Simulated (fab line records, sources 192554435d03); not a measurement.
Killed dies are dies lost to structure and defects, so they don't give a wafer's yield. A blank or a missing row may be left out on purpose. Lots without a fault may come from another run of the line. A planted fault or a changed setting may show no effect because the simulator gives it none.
Chamber matching | flow n5_finfet | N5_BEOL_M9_CMP_52 on cmp-01: 4 sister chambers
The step polishes, stops on SiCOH lowk, t overpolish 7 s, target thk 140 nm. 7 wafers are shown with their chamber, then 7 later ones without.

WAFERS WITH THEIR CHAMBER
wafer  | chamber | motor_current_A (A) | time_to_endpoint_s (s)
L075.2 | 1       | 6.3                 | 58
L078.1 | 0       | 5.2                 | 54
L085.4 | 2       | 6.4                 | 67
L086.3 | 2       | 6.4                 | 64
L086.6 | 3       | 6.4                 | 68
L090.2 | 0       | 5.2                 | 56
L090.3 | 3       | 6.1                 | 66

WAFERS WITHOUT THEIR CHAMBER
wafer  | motor_current_A (A) | time_to_endpoint_s (s)
L090.6 | 5.3                 | 54
L091.1 | 6.3                 | 64
L091.3 | 5.0                 | 59
L091.6 | 6.4                 | 68
L096.2 | 6.5                 | 67
L096.3 | 6.2                 | 68
L096.5 | 6.4                 | 64

WHICH CHAMBER EACH WENT THROUGH
wafer  | from the rows above     | in truth
L090.6 | 0                       | 0
L091.1 | can't be placed: 2 or 3 | 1
L091.3 | 0                       | 0
L091.6 | can't be placed: 3 or 2 | 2
L096.2 | can't be placed: 2 or 3 | 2
L096.3 | can't be placed: 3 or 2 | 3
L096.5 | can't be placed: 2 or 3 | 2
Placed correctly: 2 of 7. Can't be placed from these rows: 5 (the true chamber is among the candidates in 4). Placed wrongly: 0.
How it was worked out, from the rows above alone: a wafer's distance from a chamber is the root of the sum, over the readings, of the square of ((its reading less the chamber's mean) divided by the reading's scatter). The wafer belongs to the nearest chamber; if the next one is less than 2 further off, it can't be placed. A chamber's mean is the mean of its shown wafers. The scatter: the root of (the sum of the squares of (reading less its chamber's mean) over the shown wafers, divided by (wafers less chambers)).
